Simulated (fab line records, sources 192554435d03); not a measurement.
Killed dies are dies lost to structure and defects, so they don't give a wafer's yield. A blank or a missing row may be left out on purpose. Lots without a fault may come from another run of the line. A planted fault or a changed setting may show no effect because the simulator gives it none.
Which tool did it? | flow n5_finfet | 11 lots, 32 wafers sampled, at 5 steps of a route of 1938

WHAT THE GAUGES READ, wafer by wafer
N5_BEOL_M15_OVL_MEAS_11. Usual: V14_OVL -1 nm, standard deviation 4.4.
lot  | measured     | on         | V14_OVL (nm) | flag
L550 | day 11 06:36 | overlay-01 | 6 1          |
L552 | day 11 20:46 | overlay-01 | 0 5 8        |
L555 | day 12 13:52 | overlay-02 | 33 39 28     | OFF
L557 | day 12 14:20 | overlay-02 | -1 -1 -11    |
L556 | day 12 20:55 | overlay-01 | 52 37 43     | OFF
L559 | day 12 21:35 | overlay-02 | 42 39 42     | OFF
L561 | day 14 12:23 | overlay-01 | -2 -2 -3     |
L565 | day 14 21:13 | overlay-02 | 5 -1 2       |
L566 | day 15 13:06 | overlay-01 | -5 -4 -5     |
L567 | day 15 13:22 | overlay-02 | 6 4 1        |
L568 | day 15 21:15 | overlay-01 | 0 5 -1       |

WHICH TOOL RAN EACH LOT (tool, then ch and the chambers of the sampled wafers, then the start)
lot  | N5_BEOL_M14_STRIP_37               | N5_BEOL_M14_DEGAS_41         | N5_BEOL_M14_DEP_53              | N5_BEOL_M15_EXPOSE_07
L550 | rie_diel-05 ch 0,2, day 11 04:02   | pvd_sputter-02, day 11 04:31 | pecvd-03 ch 2, day 11 05:46     | krf_scanner-02 ch 0, day 11 06:23
L552 | rie_diel-05 ch 0,1,2, day 11 17:38 | pvd_sputter-02, day 11 18:44 | pecvd-02 ch 1,2, day 11 19:56   | krf_scanner-02 ch 0, day 11 20:34
L555 | rie_diel-04 ch 1,2,3, day 12 11:11 | pvd_sputter-03, day 12 11:50 | pecvd-03 ch 0,2, day 12 13:02   | krf_scanner-02 ch 0, day 12 13:40
L557 | rie_diel-05 ch 0,1,2, day 12 11:13 | pvd_sputter-02, day 12 12:16 | pecvd-03 ch 0,1,2, day 12 13:29 | krf_scanner-01 ch 0, day 12 14:09
L556 | rie_diel-05 ch 1,2, day 12 18:17   | pvd_sputter-01, day 12 18:51 | pecvd-01 ch 1,2, day 12 20:04   | krf_scanner-02 ch 0, day 12 20:44
L559 | rie_diel-06 ch 0,1,2, day 12 18:43 | pvd_sputter-02, day 12 19:20 | pecvd-02 ch 1,2, day 12 20:52   | krf_scanner-02 ch 0, day 12 21:22
L561 | rie_diel-05 ch 1,2,3, day 14 09:22 | pvd_sputter-03, day 14 10:20 | pecvd-03 ch 0,1, day 14 11:32   | krf_scanner-01 ch 0, day 14 12:11
L565 | rie_diel-04 ch 0,1, day 14 18:25   | pvd_sputter-03, day 14 18:55 | pecvd-03 ch 0,1,2, day 14 20:30 | krf_scanner-01 ch 0, day 14 21:01
L566 | rie_diel-06 ch 2,3, day 15 07:39   | pvd_sputter-03, day 15 08:11 | pecvd-03 ch 1,2, day 15 12:23   | krf_scanner-01 ch 0, day 15 12:54
L567 | rie_diel-04 ch 0,2,3, day 15 07:41 | pvd_sputter-03, day 15 08:31 | pecvd-02 ch 0,2, day 15 12:40   | krf_scanner-01 ch 0, day 15 13:11
L568 | rie_diel-04 ch 1,2,3, day 15 17:44 | pvd_sputter-01, day 15 18:01 | pecvd-02 ch 0,1,2, day 15 20:32 | krf_scanner-01 ch 0, day 15 21:03
- N5_BEOL_M14_STRIP_37: strips in O2.
- N5_BEOL_M14_DEGAS_41: time 60 s.
- N5_BEOL_M14_DEP_53: deposits SiCN from 3MS/NH3, target thk 50 nm, time 17.8 s.
- N5_BEOL_M15_EXPOSE_07: exposes mask V14.

WHAT THE TOOLS THEMSELVES READ (means of the sampled wafers that have a number; where no wafer has one, the mark that the record gives instead)
N5_BEOL_M14_STRIP_37. Usual: chamber_pressure_mTorr 29.99 mTorr, standard deviation 0.061; drypump_motor_current_A 5.6 A, standard deviation 0.49; oes_product_au 0.79 a.u., standard deviation 0.088; rf_vpp_V 3.7 V, standard deviation 0.9; showerhead_plenum_p_Torr 2.10 Torr, standard deviation 0.085; throttle_valve_pct 16.69 %, standard deviation 0.24.
lot  | tool        | chamber_pressure_mTorr (mTorr) | drypump_motor_current_A (A) | oes_product_au (a.u.) | rf_vpp_V (V) | showerhead_plenum_p_Torr (Torr) | throttle_valve_pct (%) | flag
L550 | rie_diel-05 | 30.04                          | 5.7                         | 0.79                  | 4.2          | 2.20                            | 16.73                  |
L552 | rie_diel-05 | 30.06                          | 5.5                         | 0.81                  | 4.0          | 2.14                            | 16.66                  |
L555 | rie_diel-04 | 29.94                          | 5.7                         | 0.76                  | 4.6          | 2.03                            | 16.77                  |
L557 | rie_diel-05 | 29.99                          | 5.5                         | 0.79                  | 4.2          | 2.14                            | 16.65                  |
L556 | rie_diel-05 | 30.01                          | 5.3                         | 0.82                  | 2.9          | 2.15                            | 16.49                  |
L559 | rie_diel-06 | 29.98                          | 5.2                         | 0.70                  | 2.7          | 2.04                            | 16.90                  |
L561 | rie_diel-05 | 29.97                          | 5.6                         | 0.84                  | 3.3          | 2.15                            | 16.47                  |
L565 | rie_diel-04 | 30.04                          | 5.8                         | 0.79                  | 3.7          | 2.03                            | 16.52                  |
L566 | rie_diel-06 | 30.02                          | 5.1                         | 0.76                  | 3.8          | 2.11                            | 16.87                  |
L567 | rie_diel-04 | 30.00                          | 5.7                         | 0.82                  | 4.1          | 2.08                            | 16.69                  |
L568 | rie_diel-04 | 30.01                          | 5.7                         | 0.74                  | 3.6          | 2.02                            | 16.83                  |

N5_BEOL_M14_DEGAS_41. Usual: heater_power_w 462 W, standard deviation 35.
lot  | tool           | heater_power_w (W) | flag
L550 | pvd_sputter-02 | 505                |
L552 | pvd_sputter-02 | 479                |
L555 | pvd_sputter-03 | 436                |
L557 | pvd_sputter-02 | 474                |
L556 | pvd_sputter-01 | 458                |
L559 | pvd_sputter-02 | 483                |
L561 | pvd_sputter-03 | 439                |
L565 | pvd_sputter-03 | 454                |
L566 | pvd_sputter-03 | 435                |
L567 | pvd_sputter-03 | 409                |
L568 | pvd_sputter-01 | 465                |

N5_BEOL_M14_DEP_53. Usual: showerhead_plenum_p_Torr 4.150 Torr, standard deviation 0.015; throttle_valve_pct 17.8 %, standard deviation 0.61.
lot  | tool     | showerhead_plenum_p_Torr (Torr) | throttle_valve_pct (%) | flag
L550 | pecvd-03 | 4.129                           | 16.7                   |
L552 | pecvd-02 | 4.145                           | 17.6                   |
L555 | pecvd-03 | 4.128                           | 17.1                   |
L557 | pecvd-03 | 4.144                           | 17.7                   |
L556 | pecvd-01 | 4.160                           | 18.1                   |
L559 | pecvd-02 | 4.152                           | 18.1                   |
L561 | pecvd-03 | 4.155                           | 18.1                   |
L565 | pecvd-03 | 4.146                           | 17.6                   |
L566 | pecvd-03 | 4.138                           | 17.4                   |
L567 | pecvd-02 | 4.163                           | 17.4                   |
L568 | pecvd-02 | 4.161                           | 17.8                   |

N5_BEOL_M15_EXPOSE_07. Usual: exposure_dose_mJ_cm2 41.20, standard deviation 0.041.
lot  | tool           | exposure_dose_mJ_cm2 | flag
L550 | krf_scanner-02 | 41.27                |
L552 | krf_scanner-02 | 41.21                |
L555 | krf_scanner-02 | 41.24                |
L557 | krf_scanner-01 | 41.21                |
L556 | krf_scanner-02 | 41.23                |
L559 | krf_scanner-02 | 41.17                |
L561 | krf_scanner-01 | 41.13                |
L565 | krf_scanner-01 | 41.22                |
L566 | krf_scanner-01 | 41.22                |
L567 | krf_scanner-01 | 41.15                |
L568 | krf_scanner-01 | 41.17                |

THE ANSWER, worked out from the rows above alone
Rule: a lot is off if the mean of its wafers that have a number lies more than 3 standard deviations from the usual mean. A lot without any number at a reading at which 4 lots or more have one is off too. The other lots that the step has rows for count as sound. The gauges are gone through in route order, then the tools' own readings, and for those a lot's mean is taken as printed above. The first step at which some lot is off is used, and at that step the reading that is off furthest; a lot without a number counts as furthest.
Off: L555, L556, L559, at N5_BEOL_M15_OVL_MEAS_11 (V14_OVL).
A tool fits if, at a process step before that reading, it ran every lot that is off, and no sound lot after the first of them. The gauges at N5_BEOL_M15_OVL_MEAS_11 are tried like those tools. One fits: krf_scanner-02 at N5_BEOL_M15_EXPOSE_07. Its last sound lot is L552 (day 11 20:34), its first lot that is off L555 (day 12 13:40): a fault that began between those two fits.

WHAT THE SIMULATOR HAD PUT IN
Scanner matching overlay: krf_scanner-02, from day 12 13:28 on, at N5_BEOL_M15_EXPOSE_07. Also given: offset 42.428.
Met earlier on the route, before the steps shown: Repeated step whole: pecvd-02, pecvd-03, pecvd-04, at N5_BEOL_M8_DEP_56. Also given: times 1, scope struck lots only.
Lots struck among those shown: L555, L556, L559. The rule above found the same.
